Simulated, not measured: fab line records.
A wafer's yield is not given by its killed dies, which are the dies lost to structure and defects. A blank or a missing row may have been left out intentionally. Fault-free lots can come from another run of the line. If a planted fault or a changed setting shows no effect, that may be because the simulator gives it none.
Struck lot and sound lot, side by side -- flow n5 finfet -- 25 steps out of a route of 1938
Sound: the wafers L734.1, L734.4, L734.6. Struck: wafers L742.2, L742.3. At the end, the cause is stated.
Order at every step that has rows: each side's tool, ch and its chambers, its first start. Under that, the readings that differ: sound wafers -- struck wafers -- difference of the means -- sigmas: that difference in standard deviations of wafers without a fault.
alike: readings with means less than 2 such deviations apart, plus words and numbers identical on both sides. not compared: withheld readings, readings lacking a value on some wafer, bounds such as >300 that could conceal the same value, and numbers that have no deviation in the record and whose values overlap.
A row with sigmas, a row that says differs or no value, or rows on one side alone: a step with any of these is where the two part. Numbers that have no deviation but don't overlap get no sigmas and don't part them. A reading that every wafer of one side lacks parts them only if that side has two wafers or more.

first, 1 step without rows for these wafers: N5_BEOL_M12_HARDBAKE_32 (time 120 s).
N5_BEOL_M12_CD_MEAS_28: target cd 160.2 nm.
  sound on cd sem-02 ch 0, day 10 22:16; struck on cd sem-01 ch 0, day 13 18:25
  alike: cd nm
N5_BEOL_M12_OVL_MEAS_29:
  sound on overlay-02 ch 0, day 10 22:17; struck on overlay-02 ch 0, day 13 18:27
  alike: M12_OVL
N5_BEOL_M12_INSPECT_30: inspects for defects (macro).
  sound on defect inspect-01 at day 10 22:19; struck on defect inspect-01 at day 13 18:29
  alike: raw defect count
then, 1 step without rows for these wafers: N5_BEOL_M12_DESCUM_33 (chemistry O2, time 7.9 s).
N5_BEOL_M12_ETCH_67: etches SiARC in CF4, target depth 143 nm, time 238.3 s.
  sound on rie diel-04 ch 2,3, day 10 22:25; struck on rie diel-05 ch 1,2, day 13 18:38
  alike: bias w, drypump motor current A, etch rf on time s, oes product au, rf vpp V, showerhead plenum p Torr, throttle valve pct
  not compared: rf hours counter h
then, 2 steps without rows for these wafers: N5_BEOL_M12_ETCH_68 (etches SOC in N2/H2, time 285 s); N5_BEOL_M12_STRIP_69 (strips in N2/H2).
N5_BEOL_M12_TRENCH_ETCH_34: etches SiOC in C4F8/O2/Ar, target depth 318.95 nm, time 125.5 s.
  sound on rie diel-04 ch 2,3, day 10 22:44; struck on rie diel-05 ch 1,2, day 13 18:57
  alike: O2_flow_sccm, bias w, drypump motor current A, oes product au, rf vpp V, showerhead plenum p Torr, throttle valve pct
  not compared: rf hours counter h
then, 1 step without rows for these wafers: N5_BEOL_M12_STRIP_70 (strips in C4F8/O2/Ar).
N5_BEOL_M12_OCD_MEAS_35:
  sound on ocd-01 at day 10 22:53; struck on ocd-02 at day 13 19:07
  alike: trench depth nm
N5_BEOL_M12_STRIP_37: strips in N2/H2.
  sound on plasma asher-02 ch 0,1, day 10 22:56; struck on plasma asher-01 ch 0,1, day 13 19:09
  alike: drypump motor current A, heater power w, oes product au
  not compared: rf hours counter h
N5_BEOL_M12_ETCH_38: etches SiCN in CF4/N2, target depth 68.7 nm, time 73.4 s.
  sound on rie diel-05 ch 1,2,3, day 11 01:18; struck on rie diel-03 ch 1,2, day 13 19:14
reading,sound,struck,difference,sigmas
model.etch.depth nm (nm),56.01 60.43 57.02,40.85 42.51,-16.14,
model.SiOC_of_BEOL_M12_ILD_DEP_00.thk nm (nm),606.6 603.6 607.6,621.2 611.8,+10.6,
  alike: bias w, drypump motor current A, oes product au, rf vpp V, showerhead plenum p Torr, throttle valve pct
  not compared: rf hours counter h
then, 4 steps without rows for these wafers: N5_BEOL_M12_PRECLEAN_39 (cleans in residue remover, time 60 s); N5_BEOL_M12_SRD_40 (time 30 s, dry time 30 s); N5_BEOL_M12_DEGAS_41 (time 60 s); N5_BEOL_M12_PRE_CLEAN_42 (time 30 s).
N5_BEOL_M12_SPUTTER_43: material TaN, target thk 15 nm, time 24.19 s.
  sound on pvd sputter-02 at day 11 01:49; struck on pvd sputter-01 at day 13 19:38
  alike: throttle valve pct
then, 3 steps without rows for these wafers: N5_BEOL_M12_SPUTTER_44 (material Ta, target thk 10 nm, time 16.13 s); N5_BEOL_M12_SPUTTER_45 (material Cu, target thk 80 nm, time 13.33 s); N5_BEOL_M12_ECD_47 (material Cu, target thk 720 nm).
N5_BEOL_M12_ANNEAL_48: time 90 s.
  sound on rtp anneal-01 ch 0, day 11 02:25; struck on rtp anneal-01 ch 0, day 13 20:07
  alike: anneal temp c max, wafer_temp_C_max
N5_BEOL_M12_CMP_49: polishes, stops on SiOC, t overpolish 20.6 s, target thk 320 nm.
  sound on cmp-02 ch 2,3, day 11 02:46; struck on cmp-02 ch 1,2, day 13 20:22
reading,sound,struck,difference,sigmas
model.SiOC_of_BEOL_M12_ILD_DEP_00.thk nm (nm),596.6 593.6 597.6,611.2 601.8,+10.6,
  alike: barrier field endpoint s, clearing platen down force psi, motor current A, overpolish run s, slurry flow ml min
N5_BEOL_M12_THK_MEAS_50: measures by xrf.
  sound on film metro-01 at day 11 03:01; struck on film metro-02 at day 13 20:40
  alike: M12_THK
N5_PASSIVATION_PROBE_49:
  only the struck wafers here have rows in the record (prober-01, day 15 07:32); the sound ones have none

## WHERE THEY PART
Only at N5_PASSIVATION_PROBE_49, within this record.

WHY: what the simulator had put in
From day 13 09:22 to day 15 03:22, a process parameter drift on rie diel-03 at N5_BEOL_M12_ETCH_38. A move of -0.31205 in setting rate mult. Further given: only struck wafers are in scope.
